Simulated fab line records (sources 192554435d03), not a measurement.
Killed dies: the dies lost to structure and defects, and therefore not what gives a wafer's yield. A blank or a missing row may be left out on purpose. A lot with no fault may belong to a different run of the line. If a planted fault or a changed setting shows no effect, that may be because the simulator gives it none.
fab line records	flow n5_finfet
[record] lots = 24	wafers = 72	last_day = 18
route steps=1938 shown MOL_CONTACT_COAG@630 BEOL_M0_SAQP@634
lots with no fault: from the same line, run without faults
start_h: hours from the record's first day to the start of the lot's first wafer shown	wait_h: hours from the lot's prior step to this one	" unchanged from the row above	L1.1+2: one row covering several wafers at once	- no value present, or no start provided	* or withheld: withheld	< > ~ a bound
route shown NAME@n: NAME is a module with steps in the file, n the number in the route of the first one	usual: mean and standard deviation over wafers with no fault	same: alike in all rows	chamber/n: place in a boat	sites: each site's reading	_std_site: how widely they spread, as a standard deviation	_edge_site: inner sites' mean taken away from outer sites' mean	radius_mm: for every site, how far away it sits from the centre of the wafer	mask NAME#n: copy n	behind: tool/chamber where the wafer was last shaped	hold: why the lot went on hold/how many hours it stayed there/how the hold came to an end	device: transistor that didn't switch, given as n, p or np	end of line: at the end of the route, the tests of the same wafers	a step given without rows: its recipe and nothing more	killed: the dies lost at the first sort to structure and to defects; this is not the yield of the wafer	map: the dies of a wafer, with x for killed, . for not killed, _ for no die there
set.NAME: setting as actually run; set.NAME@STEP: the setting as run at that earlier step	model.NAME: the simulator's own value behind a step, which no gauge read
a sample of lots followed through the steps of the route, with each step as a table and each wafer as a row
services: a tool's chamber out of use, with start hour (start_h, from the record's first day; less than 0 if before it), hours out, and reason
[[steps]]
[step N5_MOL_CONTACT_COAG_INSPECT_97]
[recipe] inspect_instrument = darkfield	mode = post_anneal
[usual] raw_defect_count = 39/16
lot.wafer	tool	chamber	start_h	wait_h	raw_defect_count
L074.2	defect_inspect-01	-	106.39	0.0	43
L074.3	"	-	"	"	79
L074.4	"	-	"	"	65
L075.2	defect_inspect-02	-	113.13	0.0	22
L075.3	"	-	"	"	11
L075.6	"	-	"	"	20
L076.1	defect_inspect-01	-	119.29	0.0	58
L076.2	"	-	"	"	44
L076.4	"	-	"	"	30
L077.2	defect_inspect-01	-	124.98	0.0	34
L077.3	"	-	"	"	37
L077.5	"	-	"	"	33
L078.2	defect_inspect-01	-	129.16	0.1	44
L078.5	"	-	"	"	26
L078.6	"	-	"	"	26
L079.4	defect_inspect-01	-	139.20	0.1	25
L079.5	"	-	"	"	25
L079.6	"	-	"	"	34
L080.3	defect_inspect-02	-	142.19	0.1	34
L080.4	"	-	"	"	17
L080.6	"	-	"	"	39
L081.3	defect_inspect-01	-	147.23	0.1	19
L081.4	"	-	"	"	21
L081.5	"	-	"	"	50
L082.1	defect_inspect-02	-	152.05	0.0	45
L082.2	"	-	"	"	24
L082.3	"	-	"	"	35
L083.3	defect_inspect-02	-	155.10	0.1	40
L083.4	"	-	"	"	61
L083.6	"	-	"	"	44
L084.2	defect_inspect-02	-	162.65	0.0	31
L084.3	"	-	"	"	63
L084.5	"	-	"	"	75
L085.1	defect_inspect-02	-	171.89	0.0	41
L085.3	"	-	"	"	25
L085.6	"	-	"	"	36
L086.1	defect_inspect-01	-	178.67	0.0	50
L086.2	"	-	"	"	27
L086.5	"	-	"	"	56
L087.2	defect_inspect-02	-	181.69	0.0	18
L087.3	"	-	"	"	17
L087.4	"	-	"	"	31
L088.2	defect_inspect-01	-	193.36	0.0	48
L088.3	"	-	"	"	60
L088.4	"	-	"	"	46
L089.1	defect_inspect-02	-	196.34	0.0	47
L089.4	"	-	"	"	49
L089.6	"	-	"	"	44
L090.1	defect_inspect-01	-	201.32	0.0	37
L090.3	"	-	"	"	47
L090.6	"	-	"	"	35
L091.1	defect_inspect-02	-	204.61	0.0	46
L091.3	"	-	"	"	86
L091.4	"	-	"	"	70
L092.3	defect_inspect-02	-	214.26	0.1	51
L092.4	"	-	"	"	36
L092.6	"	-	"	"	52
L093.1	defect_inspect-02	-	219.74	0.0	32
L093.3	"	-	"	"	27
L093.4	"	-	"	"	23
L094.4	defect_inspect-02	-	225.13	0.1	78
L094.5	"	-	"	"	35
L094.6	"	-	"	"	37
L095.1	defect_inspect-02	-	232.50	0.0	34
L095.3	"	-	"	"	31
L095.5	"	-	"	"	36
L096.1	defect_inspect-02	-	238.48	0.0	25
L096.3	"	-	"	"	28
L096.4	"	-	"	"	24
L097.3	defect_inspect-02	-	241.59	0.1	37
L097.4	"	-	"	"	65
L097.5	"	-	"	"	34
[step N5_BEOL_M0_SAQP_HM_DEP_02]
[recipe] material = TiN	target_thk_a = 120	temp_c = 25	chamber_pressure_pa = 0.49996
[usual] substrate_temp_c = 24.97/0.11	throttle_valve_pct = 30.2/0.85
lot.wafer	tool	chamber	start_h	wait_h	substrate_temp_c	throttle_valve_pct
L074.2	pvd_sputter-03	-	107.12	0.4	24.98	30.4
L074.3	"	-	"	"	24.71	28.9
L074.4	"	-	"	"	24.56	31.0
L075.2	pvd_sputter-03	-	114.02	0.5	25.09	31.7
L075.3	"	-	"	"	24.93	29.2
L075.6	"	-	"	"	25.13	31.2
L076.1	pvd_sputter-01	-	121.67	2.0	25.01	29.6
L076.2	"	-	"	"	25.07	30.3
L076.4	"	-	"	"	25.04	28.7
L077.2	pvd_sputter-01	-	125.51	0.2	25.02	30.6
L077.3	"	-	"	"	24.86	30.4
L077.5	"	-	"	"	25.14	30.6
L078.2	pvd_sputter-02	-	130.06	0.5	24.92	31.5
L078.5	"	-	"	"	24.99	31.0
L078.6	"	-	"	"	24.96	31.5
L079.4	pvd_sputter-02	-	139.73	0.2	25.21	29.9
L079.5	"	-	"	"	25.01	29.4
L079.6	"	-	"	"	25.11	30.9
L080.3	pvd_sputter-02	-	142.75	0.2	25.19	31.6
L080.4	"	-	"	"	24.96	30.0
L080.6	"	-	"	"	24.98	30.0
L081.3	pvd_sputter-01	-	149.12	1.6	25.05	30.7
L081.4	"	-	"	"	24.91	29.8
L081.5	"	-	"	"	25.00	30.9
L082.1	pvd_sputter-01	-	152.61	0.2	25.05	30.3
L082.2	"	-	"	"	25.00	30.5
L082.3	"	-	"	"	24.92	29.0
L083.3	pvd_sputter-01	-	157.67	2.2	24.96	28.6
L083.4	"	-	"	"	24.83	30.9
L083.6	"	-	"	"	24.98	29.9
L084.2	pvd_sputter-02	-	163.50	0.5	24.78	31.5
L084.3	"	-	"	"	25.00	29.6
L084.5	"	-	"	"	24.90	31.3
L085.1	pvd_sputter-01	-	173.26	1.0	24.74	30.3
L085.3	"	-	"	"	25.02	28.6
L085.6	"	-	"	"	24.91	29.7
L086.1	pvd_sputter-01	-	180.77	1.7	24.95	30.6
L086.2	"	-	"	"	24.91	29.6
L086.5	"	-	"	"	25.04	29.6
L087.2	pvd_sputter-01	-	184.03	2.0	25.03	30.7
L087.3	"	-	"	"	24.99	29.5
L087.4	"	-	"	"	24.92	28.6
L088.2	pvd_sputter-02	-	194.77	1.1	24.89	30.2
L088.3	"	-	"	"	24.72	31.2
L088.4	"	-	"	"	25.00	31.0
L089.1	pvd_sputter-03	-	200.24	3.5	24.89	30.2
L089.4	"	-	"	"	24.90	31.1
L089.6	"	-	"	"	24.98	31.2
L090.1	pvd_sputter-02	-	202.94	1.2	25.05	31.5
L090.3	"	-	"	"	24.83	30.7
L090.6	"	-	"	"	24.84	31.6
L091.1	pvd_sputter-01	-	208.75	3.8	25.01	30.1
L091.3	"	-	"	"	24.86	28.7
L091.4	"	-	"	"	25.02	30.8
L092.3	pvd_sputter-02	-	215.59	1.0	25.00	31.0
L092.4	"	-	"	"	24.88	29.4
L092.6	"	-	"	"	25.07	29.6
L093.1	pvd_sputter-01	-	221.11	1.0	24.87	28.7
L093.3	"	-	"	"	25.03	30.0
L093.4	"	-	"	"	24.92	30.8
L094.4	pvd_sputter-03	-	227.84	2.4	25.07	31.0
L094.5	"	-	"	"	25.04	30.1
L094.6	"	-	"	"	24.99	28.9
L095.1	pvd_sputter-01	-	234.23	1.4	24.90	30.5
L095.3	"	-	"	"	25.06	28.6
L095.5	"	-	"	"	24.89	30.1
L096.1	pvd_sputter-02	-	239.50	0.7	24.81	31.0
L096.3	"	-	"	"	25.03	30.2
L096.4	"	-	"	"	24.98	29.5
L097.3	pvd_sputter-03	-	243.47	1.5	24.79	28.9
L097.4	"	-	"	"	25.17	31.6
L097.5	"	-	"	"	25.21	31.2
[step N5_BEOL_M0_SAQP_PECVD_97]
[recipe] material = SiNx	target_thk_a = 230	temp_c = 350	precursor = SiH4/NH3/N2	pressure_torr = 1.5	rf_w = 300	time_s = 19.9
[usual] heater_power_outer_w = 325/41	heater_power_w = 549/56	showerhead_plenum_p_Torr = 5.16/0.048	throttle_valve_pct = 40.3/2.5
lot.wafer	tool	chamber	start_h	wait_h	heater_power_outer_w	heater_power_w	showerhead_plenum_p_Torr	throttle_valve_pct
L074.2	pecvd-04	2	107.32	0.0	382	596	5.13	37.4
L074.3	"	0	"	"	356	611	5.18	37.4
L074.4	"	2	"	"	381	596	5.11	36.9
L075.2	pecvd-04	1	114.22	0.0	333	567	5.23	42.9
L075.3	"	0	"	"	375	618	5.18	37.3
L075.6	"	1	"	"	333	550	5.22	43.1
L076.1	pecvd-02	2	121.87	0.0	325	532	5.17	38.5
L076.2	"	0	"	"	363	607	5.12	41.2
L076.4	"	2	"	"	319	536	5.17	38.9
L077.2	pecvd-03	1	125.71	0.0	300	549	5.24	41.1
L077.3	"	2	"	"	314	500	5.15	43.6
L077.5	"	2	"	"	320	488	5.14	43.7
L078.2	pecvd-04	1	130.25	0.0	325	527	5.23	43.2
L078.5	"	1	"	"	319	525	5.23	42.8
L078.6	"	2	"	"	366	579	5.12	37.4
L079.4	pecvd-04	0	139.95	0.0	404	665	5.18	37.5
L079.5	"	1	"	"	308	508	5.23	42.6
L079.6	"	2	"	"	369	581	5.12	37.7
L080.3	pecvd-03	0	142.95	0.0	282	529	5.11	36.9
L080.4	"	0	"	"	281	512	5.12	36.8
L080.6	"	2	"	"	321	505	5.14	43.8
L081.3	pecvd-04	0	149.32	0.0	418	703	5.18	37.6
L081.4	"	2	"	"	388	599	5.12	37.5
L081.5	"	1	"	"	324	517	5.23	43.0
L082.1	pecvd-03	0	152.80	0.0	311	565	5.12	36.9
L082.2	"	2	"	"	314	490	5.13	44.0
L082.3	"	1	"	"	295	549	5.26	40.9
L083.3	pecvd-04	1	157.92	0.0	287	490	5.23	42.9
L083.4	"	2	"	"	316	529	5.13	37.5
L083.6	"	1	"	"	289	485	5.22	43.0
L084.2	pecvd-04	2	163.69	0.0	377	583	5.12	37.4
L084.3	"	1	"	"	334	541	5.22	43.3
L084.5	"	1	"	"	342	551	5.23	43.1
L085.1	pecvd-03	1	173.46	0.0	315	556	5.24	41.2
L085.3	"	0	"	"	243	468	5.11	36.8
L085.6	"	0	"	"	247	459	5.12	37.1
L086.1	pecvd-03	2	180.97	0.0	315	490	5.15	43.9
L086.2	"	0	"	"	262	499	5.12	37.1
L086.5	"	0	"	"	266	516	5.12	36.6
L087.2	pecvd-03	2	184.23	0.0	277	448	5.16	44.0
L087.3	"	0	"	"	285	523	5.10	37.0
L087.4	"	2	"	"	273	452	5.15	43.8
L088.2	pecvd-02	1	194.96	0.0	291	494	5.13	43.3
L088.3	"	0	"	"	398	647	5.12	41.2
L088.4	"	0	"	"	403	634	5.14	41.3
L089.1	pecvd-02	1	200.44	0.0	253	447	5.12	43.7
L089.4	"	1	"	"	247	453	5.11	43.4
L089.6	"	0	"	"	335	549	5.12	41.2
L090.1	pecvd-04	0	203.14	0.0	403	688	5.18	37.9
L090.3	"	1	"	"	340	556	5.23	42.9
L090.6	"	0	"	"	413	674	5.18	37.7
L091.1	pecvd-03	0	208.99	0.0	269	504	5.11	37.2
L091.3	"	1	"	"	327	590	5.25	41.0
L091.4	"	0	"	"	285	518	5.10	37.2
L092.3	pecvd-02	1	215.78	0.0	253	470	5.12	43.3
L092.4	"	1	"	"	258	463	5.12	43.4
L092.6	"	2	"	"	330	565	5.18	39.3
L093.1	pecvd-02	2	221.32	0.0	321	546	5.16	39.3
L093.3	"	0	"	"	347	572	5.13	41.4
L093.4	"	2	"	"	319	551	5.16	39.3
L094.4	pecvd-02	2	228.05	0.0	283	516	5.17	39.5
L094.5	"	0	"	"	388	625	5.12	41.4
L094.6	"	1	"	"	316	540	5.11	43.0
L095.1	pecvd-02	1	234.43	0.0	299	513	5.12	43.4
L095.3	"	2	"	"	316	567	5.17	39.3
L095.5	"	1	"	"	294	523	5.12	43.6
L096.1	pecvd-02	2	239.71	0.0	327	566	5.17	39.3
L096.3	"	0	"	"	380	619	5.12	41.2
L096.4	"	2	"	"	324	558	5.17	39.8
L097.3	pecvd-03	1	243.67	0.0	268	500	5.24	40.9
L097.4	"	1	"	"	274	515	5.25	41.0
L097.5	"	0	"	"	315	577	5.12	37.0
[step N5_BEOL_M0_SAQP_PECVD_04]
[recipe] material = a-Si	target_thk_a = 600	temp_c = 350	precursor = SiH4/He	pressure_torr = 3	rf_w = 100	time_s = 60.2
[usual] heater_power_outer_w = 377/40	heater_power_w = 618/54	showerhead_plenum_p_Torr = 5.68/0.036	throttle_valve_pct = 18.3/1.1
lot.wafer	tool	chamber	start_h	wait_h	heater_power_outer_w	heater_power_w	showerhead_plenum_p_Torr	throttle_valve_pct
L074.2	pecvd-04	2	107.35	0.0	419	657	5.65	17.1
L074.3	"	0	"	"	403	662	5.71	16.8
L074.4	"	2	"	"	400	659	5.66	17.1
L075.2	pecvd-04	1	114.25	0.0	333	532	5.73	19.4
L075.3	"	0	"	"	438	710	5.69	17.0
L075.6	"	1	"	"	330	543	5.74	19.3
L076.1	pecvd-02	2	121.91	0.0	364	612	5.69	17.7
L076.2	"	0	"	"	444	680	5.65	18.7
L076.4	"	2	"	"	378	605	5.69	17.6
L077.2	pecvd-03	1	125.75	0.0	340	597	5.76	18.6
L077.3	"	2	"	"	349	531	5.68	20.2
L077.5	"	2	"	"	339	531	5.68	19.8
L078.2	pecvd-04	1	130.29	0.0	388	622	5.74	19.6
L078.5	"	1	"	"	391	622	5.73	19.6
L078.6	"	2	"	"	392	615	5.65	17.3
L079.4	pecvd-04	0	140.00	0.0	468	746	5.69	17.3
L079.5	"	1	"	"	387	612	5.73	19.5
L079.6	"	2	"	"	433	650	5.65	16.9
L080.3	pecvd-03	0	142.98	0.0	347	605	5.65	16.7
L080.4	"	0	"	"	355	616	5.63	16.7
L080.6	"	2	"	"	349	549	5.67	19.9
L081.3	pecvd-04	0	149.36	0.0	397	658	5.71	16.9
L081.4	"	2	"	"	394	607	5.65	17.1
L081.5	"	1	"	"	389	623	5.73	19.5
L082.1	pecvd-03	0	152.84	0.0	331	588	5.64	16.7
L082.2	"	2	"	"	374	583	5.67	20.0
L082.3	"	1	"	"	335	616	5.74	18.6
L083.3	pecvd-04	1	157.99	0.1	401	608	5.73	19.3
L083.4	"	2	"	"	412	642	5.65	17.2
L083.6	"	1	"	"	403	630	5.73	19.3
L084.2	pecvd-04	2	163.73	0.0	421	657	5.65	17.3
L084.3	"	1	"	"	337	549	5.73	19.4
L084.5	"	1	"	"	345	548	5.74	19.6
L085.1	pecvd-03	1	173.50	0.0	328	572	5.74	18.5
L085.3	"	0	"	"	323	575	5.65	17.0
L085.6	"	0	"	"	330	586	5.64	16.9
L086.1	pecvd-03	2	181.01	0.0	401	604	5.67	19.8
L086.2	"	0	"	"	354	612	5.65	16.9
L086.5	"	0	"	"	359	613	5.65	16.6
L087.2	pecvd-03	2	184.27	0.0	379	578	5.67	20.2
L087.3	"	0	"	"	365	643	5.63	16.8
L087.4	"	2	"	"	372	586	5.67	19.8
L088.2	pecvd-02	1	195.00	0.0	328	540	5.65	19.8
L088.3	"	0	"	"	449	701	5.66	18.8
L088.4	"	0	"	"	452	726	5.67	18.7
L089.1	pecvd-02	1	200.47	0.0	338	584	5.66	20.0
L089.4	"	1	"	"	347	583	5.67	19.7
L089.6	"	0	"	"	425	652	5.65	18.7
L090.1	pecvd-04	0	203.18	0.0	403	687	5.69	17.1
L090.3	"	1	"	"	352	584	5.74	19.3
L090.6	"	0	"	"	397	688	5.70	17.0
L091.1	pecvd-03	0	209.05	0.0	300	549	5.63	16.8
L091.3	"	1	"	"	336	590	5.73	19.0
L091.4	"	0	"	"	310	550	5.65	16.9
L092.3	pecvd-02	1	215.82	0.0	351	574	5.66	19.7
L092.4	"	1	"	"	347	584	5.66	19.6
L092.6	"	2	"	"	353	588	5.69	17.8
L093.1	pecvd-02	2	221.35	0.0	397	639	5.68	18.2
L093.3	"	0	"	"	448	693	5.65	18.7
L093.4	"	2	"	"	399	622	5.70	17.9
L094.4	pecvd-02	2	228.10	0.0	377	625	5.68	17.8
L094.5	"	0	"	"	409	654	5.67	18.7
L094.6	"	1	"	"	339	571	5.64	19.6
L095.1	pecvd-02	1	234.46	0.0	295	511	5.65	19.5
L095.3	"	2	"	"	389	656	5.69	18.0
L095.5	"	1	"	"	304	515	5.64	19.8
L096.1	pecvd-02	2	239.75	0.0	343	560	5.68	18.1
L096.3	"	0	"	"	449	711	5.67	18.8
L096.4	"	2	"	"	340	572	5.69	17.7
L097.3	pecvd-03	1	243.71	0.0	327	583	5.74	18.4
L097.4	"	1	"	"	319	580	5.74	18.6
L097.5	"	0	"	"	379	646	5.63	16.8
[step N5_BEOL_M0_SAQP_ETCH_101]
[recipe] chemistry = CH3F/O2	target = SiNx	mask_material = SiO2	target_depth_a = 299	time_s = 42.7	pressure_mtorr = 30	source_w = 395	bias_w = 73	Ar_flow_sccm = 150	CH3F_flow_sccm = 30	O2_flow_sccm = 20	ion_energy_ev = 120
[usual] bias_w = 73.00/0.2	drypump_motor_current_A = 5.6/0.46	oes_product_au = 0.80/0.086	rf_vpp_V = 296/3.5	showerhead_plenum_p_Torr = 2.00/0.064	throttle_valve_pct = 16.35/0.22
lot.wafer	tool	chamber	start_h	wait_h	bias_w	drypump_motor_current_A	oes_product_au	rf_hours_counter_h	rf_vpp_V	showerhead_plenum_p_Torr	throttle_valve_pct
L074.2	rie_diel-06	3	109.74	0.0	73.28	5.8	0.75	174	291	1.91	16.62
L074.3	"	1	"	"	73.06	5.6	0.71	204	297	2.06	16.55
L074.4	"	3	"	"	73.03	5.8	0.74	-	292	1.91	16.66
L075.2	rie_diel-03	3	116.81	0.1	73.11	5.0	0.70	249	293	1.89	16.54
L075.3	"	0	"	"	72.84	6.3	0.74	193	290	1.91	16.53
L075.6	"	0	"	"	73.09	6.3	0.75	-	290	1.91	16.55
L076.1	rie_diel-04	0	124.19	0.0	72.96	5.0	0.70	229	294	2.07	16.59
L076.2	"	1	"	"	72.56	5.0	0.78	122	296	2.01	16.48
L076.4	"	2	"	"	72.96	6.1	0.74	195	296	1.98	16.45
L077.2	rie_diel-03	1	129.60	0.0	72.76	5.8	0.83	58	299	2.03	16.03
L077.3	"	2	"	"	73.22	5.7	0.91	21	293	1.96	16.05
L077.5	"	0	"	"	72.90	6.2	0.74	-	290	1.91	16.56
L078.2	rie_diel-03	2	132.43	0.0	73.06	5.7	0.91	22	291	1.96	16.06
L078.5	"	2	"	"	72.79	5.7	0.91	-	292	1.96	16.06
L078.6	"	0	"	"	72.92	6.3	0.74	-	289	1.91	16.57
L079.4	rie_diel-06	3	142.55	0.1	73.03	5.8	0.74	-	291	1.91	16.66
L079.5	"	0	"	"	73.19	5.6	0.87	-	300	2.03	16.25
L079.6	"	2	"	"	73.11	5.6	0.97	-	300	2.04	16.28
L080.3	rie_diel-04	0	145.62	0.0	73.16	5.1	0.70	235	297	2.06	16.59
L080.4	"	1	"	"	73.21	5.0	0.77	130	296	2.01	16.48
L080.6	"	0	"	"	73.17	5.1	0.69	-	297	2.06	16.58
L081.3	rie_diel-04	3	152.25	0.1	72.91	6.3	0.78	130	301	2.00	16.25
L081.4	"	2	"	"	73.31	6.1	0.72	205	298	1.98	16.46
L081.5	"	1	"	"	73.09	5.1	0.77	-	294	2.01	16.49
L082.1	rie_diel-06	2	155.18	0.0	73.01	5.6	0.96	7	297	2.04	16.33
L082.2	"	3	"	"	72.91	5.8	0.73	194	293	1.91	16.67
L082.3	"	0	"	"	72.69	5.6	0.87	45	301	2.03	16.28
L083.3	rie_diel-03	1	160.14	0.0	72.97	5.8	0.83	67	299	2.03	16.05
L083.4	"	2	"	"	73.05	5.7	0.88	32	292	1.96	16.07
L083.6	"	1	"	"	73.12	5.8	0.83	-	300	2.03	16.04
L084.2	rie_diel-03	0	166.02	0.0	72.86	6.3	0.72	210	289	1.90	16.58
L084.3	"	3	"	"	73.11	5.0	0.95	7	299	2.13	16.06
L084.5	"	3	"	"	73.31	5.0	0.95	-	299	2.13	16.06
L085.1	rie_diel-04	1	175.99	0.0	72.61	5.0	0.77	140	295	2.01	16.51
L085.3	"	2	"	"	72.85	6.1	0.72	212	296	1.98	16.47
L085.6	"	3	"	"	73.46	6.3	0.79	-	301	2.00	16.26
L086.1	rie_diel-03	0	187.52	0.3	73.47	6.2	0.73	217	289	1.90	16.59
L086.2	"	3	"	"	72.92	5.0	0.93	14	297	2.13	16.07
L086.5	"	0	"	"	72.94	6.2	0.72	-	289	1.90	16.59
L087.2	rie_diel-04	3	188.33	0.1	72.95	6.3	0.78	140	299	2.00	16.27
L087.3	"	0	"	"	73.43	5.1	0.69	249	296	2.06	16.63
L087.4	"	2	"	"	72.71	6.1	0.71	215	296	1.98	16.47
L088.2	rie_diel-03	3	197.36	0.0	73.13	5.0	0.91	18	298	2.13	16.10
L088.3	"	1	"	"	73.22	5.8	0.81	79	299	2.03	16.08
L088.4	"	3	"	"	72.76	5.0	0.91	-	297	2.13	16.08
L089.1	rie_diel-03	1	202.74	0.0	72.76	5.8	0.80	80	301	2.03	16.06
L089.4	"	2	"	"	73.14	5.7	0.85	41	293	1.95	16.09
L089.6	"	3	"	"	73.38	5.0	0.90	-	299	2.13	16.08
L090.1	rie_diel-03	2	205.77	0.1	72.94	5.7	0.86	42	292	1.95	16.08
L090.3	"	0	"	"	72.70	6.2	0.72	223	290	1.90	16.61
L090.6	"	3	"	"	73.15	5.0	0.91	-	299	2.13	16.11
L091.1	rie_diel-06	1	211.37	0.1	72.87	5.6	0.69	234	299	2.05	16.59
L091.3	"	0	"	"	72.97	5.6	0.84	62	300	2.03	16.29
L091.4	"	2	"	"	73.05	5.6	0.91	24	299	2.04	16.36
L092.3	rie_diel-04	2	218.59	0.1	73.42	6.1	0.72	-	297	1.97	16.52
L092.4	"	1	"	"	73.13	5.1	0.75	-	296	2.00	16.52
L092.6	"	2	"	"	73.29	6.1	0.71	-	297	1.97	16.49
L093.1	rie_diel-04	2	225.49	0.0	72.73	6.1	0.71	232	296	1.97	16.51
L093.3	"	3	"	"	72.88	6.3	0.78	145	302	2.00	16.29
L093.4	"	0	"	"	73.14	5.1	1.00	3	296	2.06	16.17
L094.4	rie_diel-04	1	230.23	0.0	72.88	5.0	0.75	158	294	2.00	16.54
L094.5	"	2	"	"	73.37	6.1	0.71	-	297	1.97	16.52
L094.6	"	1	"	"	72.84	5.0	0.76	-	296	2.00	16.53
L095.1	rie_diel-03	3	238.01	0.3	72.89	5.0	0.89	29	296	2.12	16.11
L095.3	"	1	"	"	73.02	5.8	0.80	89	299	2.02	16.09
L095.5	"	3	"	"	72.66	5.0	0.88	-	297	2.12	16.10
L096.1	rie_diel-06	0	242.26	0.1	72.86	5.6	0.83	72	300	2.02	16.32
L096.3	"	2	"	"	72.74	5.6	0.89	33	298	2.03	16.36
L096.4	"	3	"	"	72.85	5.7	0.72	215	292	1.90	16.70
L097.3	rie_diel-04	0	246.04	0.0	73.08	5.1	0.96	10	297	2.05	16.17
L097.4	"	2	"	"	72.80	6.1	0.70	239	296	1.97	16.53
L097.5	"	0	"	"	73.09	5.1	0.95	-	294	2.05	16.19
[step N5_BEOL_M0_SAQP_CD_MEAS_29]
[recipe] target_cd_nm = 14.4	landing_energy_ev = 1000	detector = se_inlens
[usual] cd_nm = 14.93/0.22
lot.wafer	tool	chamber	start_h	wait_h	cd_nm
L074.2	cd_sem-02	0	111.46	0.1	14.88
L074.3	"	0	"	"	14.83
L074.4	"	0	"	"	15.12
L075.2	cd_sem-03	0	118.61	0.1	15.00
L075.3	"	0	"	"	14.80
L075.6	"	0	"	"	15.12
L076.1	cd_sem-02	0	126.39	0.1	14.76
L076.2	"	0	"	"	14.97
L076.4	"	0	"	"	14.73
L077.2	cd_sem-01	0	131.66	0.1	14.97
L077.3	"	0	"	"	15.00
L077.5	"	0	"	"	14.92
L078.2	cd_sem-01	0	134.70	0.1	14.93
L078.5	"	0	"	"	14.93
L078.6	"	0	"	"	14.89
L079.4	cd_sem-01	0	145.04	0.1	14.88
L079.5	"	0	"	"	15.06
L079.6	"	0	"	"	14.86
L080.3	cd_sem-01	0	147.47	0.1	15.01
L080.4	"	0	"	"	14.64
L080.6	"	0	"	"	15.16
L081.3	cd_sem-01	0	154.16	0.1	14.72
L081.4	"	0	"	"	14.82
L081.5	"	0	"	"	15.09
L082.1	cd_sem-03	0	157.42	0.1	15.17
L082.2	"	0	"	"	14.91
L082.3	"	0	"	"	14.87
L083.3	cd_sem-01	0	162.11	0.1	14.88
L083.4	"	0	"	"	15.42
L083.6	"	0	"	"	14.79
L084.2	cd_sem-02	0	167.83	0.1	15.02
L084.3	"	0	"	"	14.76
L084.5	"	0	"	"	14.78
L085.1	cd_sem-02	0	178.05	0.1	14.65
L085.3	"	0	"	"	14.82
L085.6	"	0	"	"	14.55
L086.1	cd_sem-03	0	193.10	0.1	15.11
L086.2	"	0	"	"	15.40
L086.5	"	0	"	"	15.27
L087.2	cd_sem-03	0	193.67	0.1	15.20
L087.3	"	0	"	"	14.56
L087.4	"	0	"	"	14.99
L088.2	cd_sem-02	0	199.08	0.1	15.15
L088.3	"	0	"	"	15.31
L088.4	"	0	"	"	15.07
L089.1	cd_sem-03	0	204.95	0.1	14.72
L089.4	"	0	"	"	14.89
L089.6	"	0	"	"	14.69
L090.1	cd_sem-01	0	207.87	0.1	14.94
L090.3	"	0	"	"	14.95
L090.6	"	0	"	"	15.04
L091.1	cd_sem-02	0	213.70	0.1	14.87
L091.3	"	0	"	"	15.09
L091.4	"	0	"	"	14.56
L092.3	cd_sem-01	0	220.51	0.1	15.08
L092.4	"	0	"	"	15.02
L092.6	"	0	"	"	15.26
L093.1	cd_sem-01	0	227.27	0.1	14.88
L093.3	"	0	"	"	14.94
L093.4	"	0	"	"	15.26
L094.4	cd_sem-01	0	232.05	0.1	15.31
L094.5	"	0	"	"	14.73
L094.6	"	0	"	"	15.02
L095.1	cd_sem-02	0	239.75	0.1	14.77
L095.3	"	0	"	"	14.81
L095.5	"	0	"	"	14.91
L096.1	cd_sem-03	0	243.98	0.1	14.97
L096.3	"	0	"	"	14.70
L096.4	"	0	"	"	14.85
L097.3	cd_sem-01	0	247.95	0.1	15.08
L097.4	"	0	"	"	14.58
L097.5	"	0	"	"	14.77
[[services]]
tool	chamber	start_h	hours	kind
pecvd-04	1	89.96	5.5	scheduled_down
rie_diel-06	1	95.07	7.2	repair
pecvd-03	-	95.35	3.2	repair
pecvd-02	-	97.15	1.0	repair
pecvd-04	2	98.09	5.5	scheduled_down
rie_diel-04	3	99.51	9.3	repair
pecvd-03	2	109.20	2.1	scheduled_down
pecvd-04	-	111.53	2.3	repair
rie_diel-03	-	115.29	0.2	repair
pecvd-04	-	118.89	0.3	repair
rie_diel-06	1	127.85	16.1	repair
pecvd-03	-	132.56	2.8	pm
rie_diel-03	1	137.57	4.6	repair
pecvd-04	0	157.32	2.1	scheduled_down
pecvd-03	-	186.77	1.8	repair
rie_diel-03	2	186.97	12.4	repair
pecvd-04	0	187.80	5.3	repair
rie_diel-04	1	190.01	6.3	repair
pecvd-03	2	202.38	-	clean
pecvd-03	2	202.38	-	consumable_replace:showerhead
rie_diel-04	3	202.72	22.6	repair
rie_diel-04	1	230.58	5.0	repair
rie_diel-06	3	234.46	2.5	repair
rie_diel-03	2	237.27	2.9	repair
[[key]]
fault none
